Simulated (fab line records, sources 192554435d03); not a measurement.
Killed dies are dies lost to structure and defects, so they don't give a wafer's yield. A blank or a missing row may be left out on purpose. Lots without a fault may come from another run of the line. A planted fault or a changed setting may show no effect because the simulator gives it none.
fab line records | flow n5_finfet
record lots=9 wafers=27 last_day=17
route steps=1938 shown BEOL_M4@1037
lots that met no fault: from a run of the same line without faults
start_h: hours from the record's first day to the start of the lot's first wafer shown | wait_h: hours since the lot's step before | " the same as in the row above | L1.1+2: a row that stands for several wafers | - no value, or no start given | * or withheld: withheld | < > ~ a bound
route shown NAME@n: a module of which the file shows steps, and the number in the route of the first | usual: mean/standard deviation of fault-free wafers | same: alike in all rows | chamber/n: place in a boat | sites: the reading at each site | _std_site: their standard deviation | _edge_site: outer sites' mean less inner sites' | radius_mm: how far each site lies from the wafer's centre | mask NAME#n: copy n | behind: the tool/chamber that last shaped the wafer | hold: why the lot was held/for how many hours/how that ended | device: the transistor (n, p or np) that didn't switch | end of line: the same wafers' tests at the end of the route | a step without rows: its recipe alone | killed: dies lost to structure and defects at the first sort, not the wafer's yield | map: a wafer's dies, x killed, . not, _ none there
set.NAME: the setting as run; set.NAME@STEP: as run at that earlier step | model.NAME: the simulator's own value behind a step, which no gauge read
steps of the route over a sample of lots; a table a step, a row a wafer
services: from which hour (start_h, from the record's first day; less than 0 if before it) a tool's chamber was out of use, for how many hours, and why
## steps
# step N5_BEOL_M4_DESCUM_16
# recipe chemistry=O2 time_s=7 source_power_w=50 bias_power_w=20 pressure_mtorr=20 rf_frequency_hz=2.712e+07 temp_c=40 resist=CAR-EUV o2_flow_sccm=225
# usual bias_power_w=20.01/0.064 drypump_motor_current_A=5.7/0.48 oes_product_au=0.78/0.086 rf_fwd_power_W=49.40/0.25 rf_vpp_V=243.6/1.6 showerhead_plenum_p_Torr=2.12/0.082 throttle_valve_pct=20.42/0.21
# columns lot.wafer tool chamber start_h wait_h bias_power_w drypump_motor_current_A oes_product_au rf_fwd_power_W rf_hours_counter_h rf_vpp_V showerhead_plenum_p_Torr throttle_valve_pct
L257.1 rie_diel-01 3 173.37 0.5 20.12 5.6 0.73 49.73 186 244.4 2.13 20.25
L257.2 " 2 " " 20.05 5.0 0.97 49.62 9 244.6 2.22 20.39
L257.5 " 2 " " 19.97 5.1 0.97 49.90 - 243.7 2.22 20.40
L260.1 rie_diel-03 3 189.94 0.3 20.07 5.6 0.69 48.96 208 244.6 2.13 20.67
L260.2 " 2 " " 19.99 6.0 0.77 49.14 153 241.9 1.99 20.31
L260.4 " 2 " " 19.89 6.0 0.76 49.40 - 241.3 1.99 20.34
L261.2 rie_diel-01 0 194.54 0.9 19.87 6.5 0.83 49.72 76 242.5 2.16 20.46
L261.3 " 1 " " 19.87 5.7 0.70 49.26 204 239.9 2.00 20.47
L261.6 " 0 " " 20.04 6.5 0.83 49.59 - 242.3 2.16 20.47
L266.1 rie_diel-03 2 228.60 0.6 20.07 6.0 0.75 49.34 175 241.7 1.99 20.39
L266.4 " 3 " " 20.08 5.6 0.67 48.91 227 244.3 2.12 20.69
L266.5 " 0 " " 19.98 6.3 0.70 49.35 - 244.2 2.17 20.77
L268.1 rie_diel-03 0 239.63 0.6 19.90 6.3 0.69 49.63 212 244.3 2.16 20.79
L268.3 " 3 " " 20.04 5.6 0.66 48.67 233 244.5 2.12 20.70
L268.6 " 3 " " 20.03 5.6 0.66 48.69 - 242.0 2.12 20.70
L269.3 rie_diel-01 1 242.24 0.7 19.99 5.8 0.69 49.58 229 243.0 1.99 20.51
L269.4 " 2 " " 19.96 5.0 0.90 49.46 41 245.0 2.21 20.42
L269.6 " 0 " " 19.94 6.5 0.80 49.49 - 244.3 2.15 20.52
L275.1 rie_diel-04 1 288.59 0.0 20.00 5.8 0.87 49.70 49 241.9 2.04 20.33
L275.3 " 3 " " 19.98 5.1 0.71 49.70 218 240.8 1.98 20.52
L275.5 " 0 " " 20.00 5.6 0.85 49.53 - 247.2 2.22 20.40
L277.2 rie_diel-01 0 290.11 0.1 19.96 6.5 0.78 49.72 118 243.9 2.14 20.56
L277.3 " 3 " " 19.97 5.7 0.70 49.35 236 243.3 2.12 20.30
L277.4 " 2 " " 20.12 5.0 0.87 49.68 59 244.7 2.20 20.45
L276.2 rie_diel-04 1 297.29 0.5 19.94 5.8 0.86 49.50 52 242.9 2.04 20.34
L276.4 " 0 " " 20.11 5.5 0.84 49.62 59 243.6 2.21 20.40
L276.6 " 1 " " 19.97 5.8 0.87 49.40 - 241.5 2.04 20.35
# step N5_BEOL_M4_ETCH_63
# recipe chemistry=CF4 target=SiARC target_depth_a=156 mask_material=CAR-EUV time_s=26 ion_energy_ev=80 pressure_mtorr=40 source_w=545 bias_w=36 Ar_flow_sccm=100 cf4_flow_sccm=100 ends=cleared
# usual drypump_motor_current_A=5.7/0.48 etch_rf_on_time_s=25.8/0.78 mfc_ar_sccm=100.0/0.33 oes_product_au=0.66/0.075 rf_fwd_power_W=532.5/2.3 rf_vpp_V=184.4/1.3 showerhead_plenum_p_Torr=2.18/0.088 throttle_valve_pct=15.67/0.22
# columns lot.wafer tool chamber start_h wait_h drypump_motor_current_A etch_rf_on_time_s mfc_ar_sccm oes_product_au rf_fwd_power_W rf_hours_counter_h rf_vpp_V showerhead_plenum_p_Torr throttle_valve_pct
L257.1 rie_diel-01 3 173.43 0.0 5.7 26.2 100.4 0.63 534.9 186 185.7 2.21 15.63
L257.2 " 2 " " 5.0 25.8 99.8 0.83 534.4 9 187.1 2.29 15.63
L257.5 " 2 " " 5.0 25.7 99.9 0.83 533.1 - 185.3 2.29 15.62
L260.1 rie_diel-03 3 190.00 0.0 5.6 26.6 99.7 0.58 532.1 208 184.4 2.23 16.18
L260.2 " 2 " " 6.0 25.0 99.7 0.67 533.5 153 183.4 2.05 15.58
L260.4 " 2 " " 6.0 25.1 99.9 0.66 534.5 - 183.7 2.05 15.60
L261.2 rie_diel-01 0 194.59 0.0 6.5 25.8 100.2 0.70 534.7 76 184.2 2.18 15.40
L261.3 " 1 " " 5.7 26.1 100.3 0.61 529.4 204 184.3 2.04 15.63
L261.6 " 0 " " 6.5 25.7 100.1 0.71 535.9 - 186.1 2.18 15.41
L266.1 rie_diel-03 2 228.65 0.0 6.0 24.8 100.2 0.66 530.8 175 184.1 2.05 15.62
L266.4 " 3 " " 5.6 26.9 99.8 0.57 530.1 227 185.0 2.22 16.21
L266.5 " 0 " " 6.3 26.9 99.5 0.59 532.4 - 185.1 2.21 15.95
L268.1 rie_diel-03 0 239.68 0.0 6.3 27.0 100.6 0.58 529.3 212 185.4 2.20 15.96
L268.3 " 3 " " 5.6 27.0 99.5 0.56 533.9 233 183.3 2.22 16.24
L268.6 " 3 " " 5.6 26.8 99.8 0.57 531.1 - 184.1 2.22 16.22
L269.3 rie_diel-01 1 242.29 0.0 5.8 26.3 100.3 0.59 528.6 229 183.5 2.04 15.65
L269.4 " 2 " " 5.0 26.3 99.7 0.76 532.4 41 185.5 2.28 15.70
L269.6 " 0 " " 6.5 25.9 100.0 0.68 533.3 - 184.9 2.17 15.46
L275.1 rie_diel-04 1 288.64 0.0 5.9 25.9 100.1 0.75 530.9 49 183.2 2.08 15.42
L275.3 " 3 " " 5.0 25.0 100.2 0.60 531.0 218 182.4 2.05 15.81
L275.5 " 0 " " 5.6 27.0 100.5 0.71 540.2 - 185.4 2.28 15.70
L277.2 rie_diel-01 0 290.16 0.0 6.5 25.7 100.1 0.67 535.9 118 182.9 2.17 15.49
L277.3 " 3 " " 5.7 26.3 100.2 0.59 534.6 236 183.0 2.20 15.73
L277.4 " 2 " " 5.0 25.9 99.4 0.74 531.4 59 186.5 2.27 15.72
L276.2 rie_diel-04 1 297.34 0.0 5.8 25.7 100.0 0.75 528.9 52 184.4 2.08 15.40
L276.4 " 0 " " 5.5 26.4 100.7 0.71 532.7 59 184.5 2.28 15.69
L276.6 " 1 " " 5.8 25.9 99.9 0.74 528.4 - 182.8 2.08 15.42
# step N5_BEOL_M4_COAT_68
# recipe resist=SiARC temp_c=220 time_s=60 spin_rpm=1500 resist_thk_nm=12
# usual spin_speed_rpm=1500.0/0.92
# columns lot.wafer tool chamber start_h wait_h spin_speed_rpm
L257.1 litho_track-04 0 173.86 - 1499.2
L257.2 " 0 " " 1500.8
L257.5 " 0 " " 1499.1
L260.1 litho_track-05 0 190.42 - 1499.3
L260.2 " 0 " " 1500.5
L260.4 " 0 " " 1500.7
L261.2 litho_track-05 0 195.14 - 1288.3
L261.3 " 0 " " 1288.0
L261.6 " 0 " " 1288.2
L266.1 litho_track-05 0 229.44 - 1286.0
L266.4 " 0 " " 1287.5
L266.5 " 0 " " 1288.1
L268.1 litho_track-02 0 240.20 - 1500.2
L268.3 " 0 " " 1499.7
L268.6 " 0 " " 1500.8
L269.3 litho_track-02 0 242.82 - 1499.9
L269.4 " 0 " " 1499.3
L269.6 " 0 " " 1498.9
L275.1 litho_track-04 0 289.06 - 1498.7
L275.3 " 0 " " 1500.6
L275.5 " 0 " " 1501.0
L277.2 litho_track-02 0 290.59 - 1501.2
L277.3 " 0 " " 1499.5
L277.4 " 0 " " 1500.5
L276.2 litho_track-05 0 297.81 - 1500.6
L276.4 " 0 " " 1500.3
L276.6 " 0 " " 1500.3
# step N5_BEOL_M4_CD_MEAS_28
# recipe target_cd_nm=26.2 landing_energy_ev=500 detector=se_inlens target_cd_y_nm=24.1 polarity=opening
# usual cd_nm=26.25/0.24
# columns lot.wafer tool chamber start_h wait_h cd_nm
L257.1 cd_sem-01 0 174.26 - 26.44
L257.2 " 0 " " 26.37
L257.5 " 0 " " 26.36
L260.1 cd_sem-02 0 190.70 - 26.33
L260.2 " 0 " " 25.90
L260.4 " 0 " " 26.10
L261.2 cd_sem-01 0 195.42 - 26.36
L261.3 " 0 " " 26.25
L261.6 " 0 " " 26.34
L266.1 cd_sem-02 0 229.72 - 26.48
L266.4 " 0 " " 26.27
L266.5 " 0 " " 26.40
L268.1 cd_sem-03 0 240.52 - 26.15
L268.3 " 0 " " 25.91
L268.6 " 0 " " 26.34
L269.3 cd_sem-01 0 243.10 - 26.58
L269.4 " 0 " " 26.77
L269.6 " 0 " " 26.62
L275.1 cd_sem-03 0 289.34 - 26.20
L275.3 " 0 " " 26.11
L275.5 " 0 " " 25.90
L277.2 cd_sem-02 0 290.99 - 26.51
L277.3 " 0 " " 26.23
L277.4 " 0 " " 25.97
L276.2 cd_sem-03 0 298.09 - 26.27
L276.4 " 0 " " 26.18
L276.6 " 0 " " 26.39
# step N5_BEOL_M4_RC_MEAS_101
# usual DIBL_N=36.7/2.4 DIBL_P=37.4/2.9 IOFF_N=0.18/0.05 IOFF_P=0.23/0.058 ION_N=683/16 ION_P=467/11 SS_N=71.7/0.77 SS_P=73.5/0.87 VT_N=249/4.3 VT_P=-250/4.4
# columns lot.wafer tool chamber start_h wait_h DIBL_N[mV/V] DIBL_P[mV/V] IOFF_N[nA/um] IOFF_P[nA/um] ION_N[uA/um] ION_P[uA/um] SS_N[mV/dec] SS_P[mV/dec] VT_N[mV] VT_P[mV]
L257.1 prober-02 0 181.21 0.0 44.2 45.7 0.35 0.40 696 473 73.9 76.2 242 -242
L257.2 " 0 " " 35.3 36.6 0.15 0.23 685 471 71.3 73.1 251 -250
L257.5 " 0 " " 38.9 40.1 0.20 0.28 669 463 72.6 73.9 247 -247
L260.1 prober-01 0 201.04 0.0 36.1 36.6 0.17 0.26 687 481 71.3 73.1 246 -246
L260.2 " 0 " " 37.2 36.7 0.17 0.24 664 454 72.0 73.6 249 -246
L260.4 " 0 " " 36.5 36.5 0.17 0.24 688 474 71.9 73.3 249 -248
L261.2 prober-02 0 202.94 0.2 32.5 34.2 0.14 0.19 686 485 69.9 72.6 249 -249
L261.3 " 0 " " 34.6 35.3 0.14 0.19 671 463 71.3 73.1 252 -250
L261.6 " 0 " " 34.8 36.9 0.16 0.23 694 486 70.7 73.0 247 -247
L266.1 prober-02 0 235.22 0.0 34.1 33.5 0.12 0.18 677 468 69.9 72.7 252 -252
L266.4 " 0 " " 34.8 34.8 0.13 0.19 684 477 71.2 73.0 252 -249
L266.5 " 0 " " 35.5 36.5 0.16 0.23 711 484 70.5 73.3 246 -246
L268.1 prober-02 0 251.41 0.0 40.2 40.8 0.23 0.29 690 473 73.1 74.3 243 -246
L268.3 " 0 " " 36.4 36.5 0.16 0.22 691 476 71.3 72.9 247 -249
L268.6 " 0 " " 40.9 42.7 0.29 0.33 711 480 72.8 74.5 238 -242
L269.3 prober-01 0 251.78 0.3 35.1 35.5 0.17 0.21 667 459 71.8 73.4 250 -249
L269.4 " 0 " " 35.5 35.2 0.16 0.20 662 451 71.6 72.3 251 -251
L269.6 " 0 " " 36.0 37.2 0.18 0.22 672 461 72.4 73.4 250 -250
L275.1 prober-01 0 295.35 0.0 35.4 36.6 0.16 0.17 683 459 71.9 72.5 251 -256
L275.3 " 0 " " 38.2 38.8 0.25 0.22 703 463 72.9 73.6 242 -252
L275.5 " 0 " " 33.6 34.3 0.14 0.14 693 455 71.1 72.7 249 -259
L277.2 prober-02 0 300.90 0.2 36.6 38.0 0.18 0.20 698 473 71.7 73.0 247 -252
L277.3 " 0 " " 37.9 38.7 0.18 0.21 673 456 71.9 73.6 249 -252
L277.4 " 0 " " 37.5 39.5 0.22 0.24 697 466 72.2 73.6 243 -249
L276.2 prober-02 0 304.06 0.2 37.8 37.7 0.18 0.20 684 457 71.9 74.1 248 -254
L276.4 " 0 " " 34.3 34.0 0.11 0.15 670 468 71.0 72.7 254 -258
L276.6 " 0 " " 33.2 33.0 0.10 0.14 668 462 70.1 72.2 257 -260
## services
# columns tool chamber start_h hours kind
rie_diel-03 0 159.33 1.3 repair
rie_diel-04 - 180.48 69.8 repair
rie_diel-03 1 185.26 8.8 repair
rie_diel-03 3 194.43 6.1 repair
litho_track-04 - 212.76 - consumable_replace:filter
litho_track-02 - 233.31 - consumable_replace:filter
rie_diel-03 3 280.33 - clean
rie_diel-03 3 280.33 - consumable_replace:focus_ring
rie_diel-03 3 280.33 19.1 scheduled_down
rie_diel-03 3 280.33 19.1 vent_cycle
## key
first_sign step=N5_BEOL_M4_COAT_68 reading=spin_speed_rpm direction=down sigmas=99+ usual=* struck=*
effect none on later readings
met_at N5_BEOL_M4_COAT_68
struck_lots L261,L266
not_acting_at N5_BEOL_M4_DESCUM_16,N5_BEOL_M4_ETCH_63,N5_BEOL_M4_CD_MEAS_28
onset_between 190.42 195.14
fault kind=process_parameter_drift tool=litho_track-05 chamber=- onset_h=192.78 steps=N5_BEOL_M4_COAT_68 channel=spin_rpm offset=* shape=step end_h=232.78 acts_in=* stated=*
